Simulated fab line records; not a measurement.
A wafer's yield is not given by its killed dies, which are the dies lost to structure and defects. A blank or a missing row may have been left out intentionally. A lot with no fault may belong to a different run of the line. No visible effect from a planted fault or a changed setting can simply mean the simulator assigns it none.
Lot-split experiment || flow n5-finfet || 7 lots, 39 wafers read, on a route of 1938 steps

== ABOUT THE SPLIT ==
At N5_BEOL_M0_SAQP_SPACER1_ALD_98 (deposits SiO2, target thk 12.8 nm, pulse time 1 s, purge time 2 s), the setting ald-cycles was moved away from the recipe's 138 on 12 of the 39 wafers read, by -31.9% to +31.9%. The other wafers ran this setting at the recipe's value.

== FROM THE SPLIT TO THE READING: what the file shows between them, 2 steps ==
- N5_BEOL_M0_SAQP_SPACER1_ETCHBACK_99: etches SiO2 in CHF3/O2, target depth 15.4 nm, time 7.7 s
- N5_BEOL_M0_SAQP_MANDREL1_REMOVE_100: chemistry HBr/Cl2/O2, target a-Si, stops on SiNx, bt time 10 s

== THE READING ==
cd-nm at N5_BEOL_M0_SAQP_CD_MEAS_25, given in nm (cd target 13.1 nm). A value of 12.79 nm with a standard deviation of 0.21 nm is what fault-free wafers of this fab line usually give.

{"wafer": "L079.1", "tool, chamber at the split": "ald-sin-02, 3,1,2,2,1", "ald-cycles as run": 138, "against the recipe": "recipe", "cd-nm, nm": 12.47, "against lot-mates on the recipe": "-"}
{"wafer": "L079.2", "tool, chamber at the split": "ald-sin-02, 0", "ald-cycles as run": 138, "against the recipe": "recipe", "cd-nm, nm": 12.60, "against lot-mates on the recipe": "-"}
{"wafer": "L079.3", "tool, chamber at the split": "ald-sin-02, 3,1,2,2,1", "ald-cycles as run": 138, "against the recipe": "recipe", "cd-nm, nm": 12.72, "against lot-mates on the recipe": "-"}
{"wafer": "L079.4", "tool, chamber at the split": "ald-sin-02, 3,1,2,2,1", "ald-cycles as run": 138, "against the recipe": "recipe", "cd-nm, nm": 12.95, "against lot-mates on the recipe": "-"}
{"wafer": "L079.5", "tool, chamber at the split": "ald-sin-02, 3,1,2,2,1", "ald-cycles as run": 138, "against the recipe": "recipe", "cd-nm, nm": 12.72, "against lot-mates on the recipe": "-"}
{"wafer": "L079.6", "tool, chamber at the split": "ald-sin-02, 3,1,2,2,1", "ald-cycles as run": 138, "against the recipe": "recipe", "cd-nm, nm": 12.70, "against lot-mates on the recipe": "-"}
{"wafer": "L083.1", "tool, chamber at the split": "ald-sin-01, 3,1,0,2,3,2", "ald-cycles as run": 138, "against the recipe": "recipe", "cd-nm, nm": 12.78, "against lot-mates on the recipe": "-"}
{"wafer": "L083.2", "tool, chamber at the split": "ald-sin-01, 3,1,0,2,3,2", "ald-cycles as run": 138, "against the recipe": "recipe", "cd-nm, nm": 12.67, "against lot-mates on the recipe": "-"}
{"wafer": "L083.3", "tool, chamber at the split": "ald-sin-01, 3,1,0,2,3,2", "ald-cycles as run": 138, "against the recipe": "recipe", "cd-nm, nm": 12.68, "against lot-mates on the recipe": "-"}
{"wafer": "L083.4", "tool, chamber at the split": "ald-sin-01, 3,1,0,2,3,2", "ald-cycles as run": 138, "against the recipe": "recipe", "cd-nm, nm": 12.61, "against lot-mates on the recipe": "-"}
{"wafer": "L083.5", "tool, chamber at the split": "ald-sin-01, 3,1,0,2,3,2", "ald-cycles as run": 138, "against the recipe": "recipe", "cd-nm, nm": 12.55, "against lot-mates on the recipe": "-"}
{"wafer": "L083.6", "tool, chamber at the split": "ald-sin-01, 3,1,0,2,3,2", "ald-cycles as run": 138, "against the recipe": "recipe", "cd-nm, nm": 12.87, "against lot-mates on the recipe": "-"}
{"wafer": "L084.1", "tool, chamber at the split": "ald-sin-02, 2,1,2", "ald-cycles as run": 138, "against the recipe": "recipe", "cd-nm, nm": 12.66, "against lot-mates on the recipe": "-"}
{"wafer": "L084.5", "tool, chamber at the split": "ald-sin-02, 2,1,2", "ald-cycles as run": 138, "against the recipe": "recipe", "cd-nm, nm": 12.76, "against lot-mates on the recipe": "-"}
{"wafer": "L084.6", "tool, chamber at the split": "ald-sin-02, 2,1,2", "ald-cycles as run": 138, "against the recipe": "recipe", "cd-nm, nm": 12.93, "against lot-mates on the recipe": "-"}
{"wafer": "L086.1", "tool, chamber at the split": "ald-sin-01, 1", "ald-cycles as run": 167, "against the recipe": "+21.0%", "cd-nm, nm": 15.61, "against lot-mates on the recipe": "+2.66"}
{"wafer": "L086.2", "tool, chamber at the split": "ald-sin-01, 3,2,2", "ald-cycles as run": 138, "against the recipe": "recipe", "cd-nm, nm": 12.84, "against lot-mates on the recipe": "-"}
{"wafer": "L086.3", "tool, chamber at the split": "ald-sin-01, 3,2,2", "ald-cycles as run": 138, "against the recipe": "recipe", "cd-nm, nm": 12.95, "against lot-mates on the recipe": "-"}
{"wafer": "L086.4", "tool, chamber at the split": "ald-sin-01, 0", "ald-cycles as run": 167, "against the recipe": "+21.0%", "cd-nm, nm": 15.48, "against lot-mates on the recipe": "+2.53"}
{"wafer": "L086.5", "tool, chamber at the split": "ald-sin-01, 3,2,2", "ald-cycles as run": 138, "against the recipe": "recipe", "cd-nm, nm": 13.06, "against lot-mates on the recipe": "-"}
{"wafer": "L086.6", "tool, chamber at the split": "ald-sin-01, 1", "ald-cycles as run": 167, "against the recipe": "+21.0%", "cd-nm, nm": 15.53, "against lot-mates on the recipe": "+2.58"}
{"wafer": "L089.1", "tool, chamber at the split": "ald-sin-01, 2,3,0", "ald-cycles as run": 138, "against the recipe": "recipe", "cd-nm, nm": 12.39, "against lot-mates on the recipe": "-"}
{"wafer": "L089.2", "tool, chamber at the split": "ald-sin-01, 1,0", "ald-cycles as run": 94, "against the recipe": "-31.9%", "cd-nm, nm": 8.50, "against lot-mates on the recipe": -4.14}
{"wafer": "L089.3", "tool, chamber at the split": "ald-sin-01, 1,0", "ald-cycles as run": 94, "against the recipe": "-31.9%", "cd-nm, nm": 9.03, "against lot-mates on the recipe": -3.61}
{"wafer": "L089.4", "tool, chamber at the split": "ald-sin-01, 3", "ald-cycles as run": 94, "against the recipe": "-31.9%", "cd-nm, nm": 8.81, "against lot-mates on the recipe": -3.83}
{"wafer": "L089.5", "tool, chamber at the split": "ald-sin-01, 2,3,0", "ald-cycles as run": 138, "against the recipe": "recipe", "cd-nm, nm": 12.76, "against lot-mates on the recipe": "-"}
{"wafer": "L089.6", "tool, chamber at the split": "ald-sin-01, 2,3,0", "ald-cycles as run": 138, "against the recipe": "recipe", "cd-nm, nm": 12.76, "against lot-mates on the recipe": "-"}
{"wafer": "L091.1", "tool, chamber at the split": "ald-sin-01, 0,2,1", "ald-cycles as run": 138, "against the recipe": "recipe", "cd-nm, nm": 12.74, "against lot-mates on the recipe": "-"}
{"wafer": "L091.2", "tool, chamber at the split": "ald-sin-01, 0,2,1", "ald-cycles as run": 138, "against the recipe": "recipe", "cd-nm, nm": 12.86, "against lot-mates on the recipe": "-"}
{"wafer": "L091.3", "tool, chamber at the split": "ald-sin-01, 0,2,1", "ald-cycles as run": 138, "against the recipe": "recipe", "cd-nm, nm": 12.63, "against lot-mates on the recipe": "-"}
{"wafer": "L091.4", "tool, chamber at the split": "ald-sin-01, 3", "ald-cycles as run": 167, "against the recipe": "+21.0%", "cd-nm, nm": 15.22, "against lot-mates on the recipe": "+2.48"}
{"wafer": "L091.5", "tool, chamber at the split": "ald-sin-01, 2", "ald-cycles as run": 167, "against the recipe": "+21.0%", "cd-nm, nm": 15.68, "against lot-mates on the recipe": "+2.94"}
{"wafer": "L091.6", "tool, chamber at the split": "ald-sin-01, 3", "ald-cycles as run": 167, "against the recipe": "+21.0%", "cd-nm, nm": 15.55, "against lot-mates on the recipe": "+2.81"}
{"wafer": "L092.1", "tool, chamber at the split": "ald-sin-03, 1,3,2", "ald-cycles as run": 138, "against the recipe": "recipe", "cd-nm, nm": 13.07, "against lot-mates on the recipe": "-"}
{"wafer": "L092.2", "tool, chamber at the split": "ald-sin-03, 0,1", "ald-cycles as run": 182, "against the recipe": "+31.9%", "cd-nm, nm": 16.84, "against lot-mates on the recipe": "+3.96"}
{"wafer": "L092.3", "tool, chamber at the split": "ald-sin-03, 1,3,2", "ald-cycles as run": 138, "against the recipe": "recipe", "cd-nm, nm": 12.69, "against lot-mates on the recipe": "-"}
{"wafer": "L092.4", "tool, chamber at the split": "ald-sin-03, 1,3,2", "ald-cycles as run": 138, "against the recipe": "recipe", "cd-nm, nm": 12.88, "against lot-mates on the recipe": "-"}
{"wafer": "L092.5", "tool, chamber at the split": "ald-sin-03, 0,1", "ald-cycles as run": 182, "against the recipe": "+31.9%", "cd-nm, nm": 16.99, "against lot-mates on the recipe": "+4.11"}
{"wafer": "L092.6", "tool, chamber at the split": "ald-sin-03, 0", "ald-cycles as run": 182, "against the recipe": "+31.9%", "cd-nm, nm": 16.91, "against lot-mates on the recipe": "+4.03"}
When a row names more than one chamber, that row covers several wafers, and the file does not tell which wafer ran in which chamber.

THE FIT
A straight line over all 39 wafers: cd-nm changes by +0.128 nm for each +1% of ald-cycles; r = +1.00; the points scatter about the line by 0.17 nm.
The same after taking each lot's own level away (the mean of its wafers on the recipe; 39 wafers): +0.124 nm for each +1%; r = +1.00; scatter 0.15 nm.
On that fit, the largest move of ald-cycles shifts the reading by 4 nm.
From 12.637 to 12.950 nm: that is the span of the lots' own levels, equal to 1.5 times the standard deviation above.
The two slopes are in agreement: the lot-to-lot level therefore moves the slope only a little.
Check: with one of the wafers moved furthest among these (+31.9%) left out of the fit, the line predicts +3.99 nm for it against its lot-mates. Against them it came out at +3.96 nm.

== FURTHER SPLITS ON THESE WAFERS ==
Other splits were also applied to these wafers ahead of the reading. Each is held against what the fit with the lots' levels taken away leaves over:
{"other split on the same wafers": "N5_PMOS_HMC_CHANNEL_EPI_HM_DEP_34 time-s", "wafers away from the commonest value": 15, "r with cd-nm (lot level and that fit taken away)": -0.07}
{"other split on the same wafers": "N5_SD_EPI_P_EPI_21 time-s", "wafers away from the commonest value": 18, "r with cd-nm (lot level and that fit taken away)": "+0.14"}
{"other split on the same wafers": "N5_GATE_CUT_ETCH_58 target-depth-a", "wafers away from the commonest value": 15, "r with cd-nm (lot level and that fit taken away)": "+0.06"}

== THE WHOLE CHAIN: every reading that the file lists as answering this split, in the file's order ==
{"step": "N5_BEOL_M0_SAQP_SPACER1_ALD_98", "what it does": "deposits SiO2, target thk 12.8 nm, pulse time 1 s, purge time 2 s", "reading": "SiO2_of_BEOL_M0_SAQP_SPACER1_ALD_98.thk-nm (the simulator's own value, which no gauge read)", "change (the file's fit)": "+0.129 nm for each +1% of the setting", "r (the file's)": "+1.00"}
{"step": "N5_BEOL_M0_SAQP_MANDREL1_REMOVE_100", "what it does": "chemistry HBr/Cl2/O2, target a-Si, stops on SiNx, bt time 10 s", "reading": "SiO2_of_BEOL_M0_SAQP_SPACER1_ALD_98.thk-nm (the simulator's own value, which no gauge read)", "change (the file's fit)": "+0.121 nm for each +1% of the setting", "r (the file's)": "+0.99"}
{"step": "N5_BEOL_M0_SAQP_MANDREL1_REMOVE_100", "what it does": "chemistry HBr/Cl2/O2, target a-Si, stops on SiNx, bt time 10 s", "reading": "BEOL_M0_SAQP.cd-nm (the simulator's own value, which no gauge read)", "change (the file's fit)": "+0.129 nm for each +1% of the setting", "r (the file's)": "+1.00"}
{"step": "N5_BEOL_M0_SAQP_CD_MEAS_25", "what it does": "target cd 13.1 nm", "reading": "cd-nm", "change (the file's fit)": "+0.125 nm for each +1% of the setting", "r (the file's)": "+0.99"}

== THE FILE'S OWN FIT ==
cd-nm changes by +0.125 nm for each +1% of ald-cycles, r = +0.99.
